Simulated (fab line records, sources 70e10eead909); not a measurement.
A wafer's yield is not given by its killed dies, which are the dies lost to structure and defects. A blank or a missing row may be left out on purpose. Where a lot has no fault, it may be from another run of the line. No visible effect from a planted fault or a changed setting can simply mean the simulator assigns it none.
Matching of chambers || flow nand-harc || NHARC_A_CHANNEL_FILL_D1_ETCHBACK_19 on rie-si-02 has 4 sister chambers
The step etches the open film in HBr/Cl2, target depth 5 nm, time 1.7 s. 14 wafers are shown with their chamber, then 7 later ones without.

## WAFERS PAIRED WITH THEIR CHAMBERS
{"wafer": "L074.1", "chamber": 1, "oes-product-au (a.u.)": 1.023, "throttle-valve-pct (%)": 26.411}
{"wafer": "L074.3", "chamber": 2, "oes-product-au (a.u.)": 1.007, "throttle-valve-pct (%)": 26.412}
{"wafer": "L074.5", "chamber": 0, "oes-product-au (a.u.)": 1.016, "throttle-valve-pct (%)": 26.411}
{"wafer": "L081.2", "chamber": 3, "oes-product-au (a.u.)": 1.018, "throttle-valve-pct (%)": 26.415}
{"wafer": "L081.3", "chamber": 0, "oes-product-au (a.u.)": 0.991, "throttle-valve-pct (%)": 26.395}
{"wafer": "L081.4", "chamber": 1, "oes-product-au (a.u.)": 1.012, "throttle-valve-pct (%)": 26.410}
{"wafer": "L085.1", "chamber": 0, "oes-product-au (a.u.)": 0.991, "throttle-valve-pct (%)": 26.404}
{"wafer": "L085.3", "chamber": 2, "oes-product-au (a.u.)": 1.013, "throttle-valve-pct (%)": 26.392}
{"wafer": "L085.4", "chamber": 3, "oes-product-au (a.u.)": 1.010, "throttle-valve-pct (%)": 26.399}
{"wafer": "L087.3", "chamber": 0, "oes-product-au (a.u.)": 1.003, "throttle-valve-pct (%)": 26.402}
{"wafer": "L087.4", "chamber": 3, "oes-product-au (a.u.)": 1.001, "throttle-valve-pct (%)": 26.393}
{"wafer": "L087.5", "chamber": 0, "oes-product-au (a.u.)": 1.005, "throttle-valve-pct (%)": 26.402}
{"wafer": "L087.1", "chamber": 2, "oes-product-au (a.u.)": 1.012, "throttle-valve-pct (%)": 26.397}
{"wafer": "L087.2", "chamber": 1, "oes-product-au (a.u.)": 1.008, "throttle-valve-pct (%)": 26.410}

SIGNATURES (means of the wafers above)
{"reading": "oes-product-au", "chamber 0": 1.00120, "chamber 1": 1.01433, "chamber 2": 1.01067, "chamber 3": 1.00967, "scatter within a chamber": 0.00855}
{"reading": "throttle-valve-pct", "chamber 0": 26.40280, "chamber 1": 26.41033, "chamber 2": 26.40033, "chamber 3": 26.40233, "scatter within a chamber": 0.00779}
Rule: distance of a wafer from a chamber = root of the sum over the readings of ((wafer's reading minus chamber's mean) / reading's scatter) squared. If the next closest chamber is less than 2 further off than the closest, the wafer can't be placed; otherwise it belongs to the closest. The scatter: the root of (the sum of the squares of (reading less its chamber's mean) over the shown wafers, divided by (wafers less chambers)).

## WAFERS WITHOUT THEIR CHAMBER
{"wafer": "L087.6", "oes-product-au (a.u.)": 1.010, "throttle-valve-pct (%)": 26.412}
{"wafer": "L089.2", "oes-product-au (a.u.)": 1.013, "throttle-valve-pct (%)": 26.415}
{"wafer": "L089.5", "oes-product-au (a.u.)": 1.007, "throttle-valve-pct (%)": 26.399}
{"wafer": "L089.6", "oes-product-au (a.u.)": 1.013, "throttle-valve-pct (%)": 26.394}
{"wafer": "L093.3", "oes-product-au (a.u.)": 1.026, "throttle-valve-pct (%)": 26.394}
{"wafer": "L093.4", "oes-product-au (a.u.)": 1.008, "throttle-valve-pct (%)": 26.423}
{"wafer": "L093.5", "oes-product-au (a.u.)": 1.027, "throttle-valve-pct (%)": 26.400}

## CHAMBER TAKEN BY EACH
{"wafer": "L087.6", "from the rows above": "can't be placed: 1 or 3 or 2 or 0", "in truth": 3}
{"wafer": "L089.2", "from the rows above": "can't be placed: 1 or 3 or 2 or 0", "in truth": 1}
{"wafer": "L089.5", "from the rows above": "can't be placed: 2 or 3 or 0 or 1", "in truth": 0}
{"wafer": "L089.6", "from the rows above": "can't be placed: 2 or 3 or 0 or 1", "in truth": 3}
{"wafer": "L093.3", "from the rows above": "can't be placed: 2 or 3 or 1 or 0", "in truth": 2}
{"wafer": "L093.4", "from the rows above": "can't be placed: 1 or 3 or 0 or 2", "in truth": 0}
{"wafer": "L093.5", "from the rows above": "can't be placed: 2 or 1 or 3 or 0", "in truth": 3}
Placed correctly: 0 of 7. Can't be placed from these rows: 7 (the true chamber is among the candidates in 7). 0 placed wrongly.
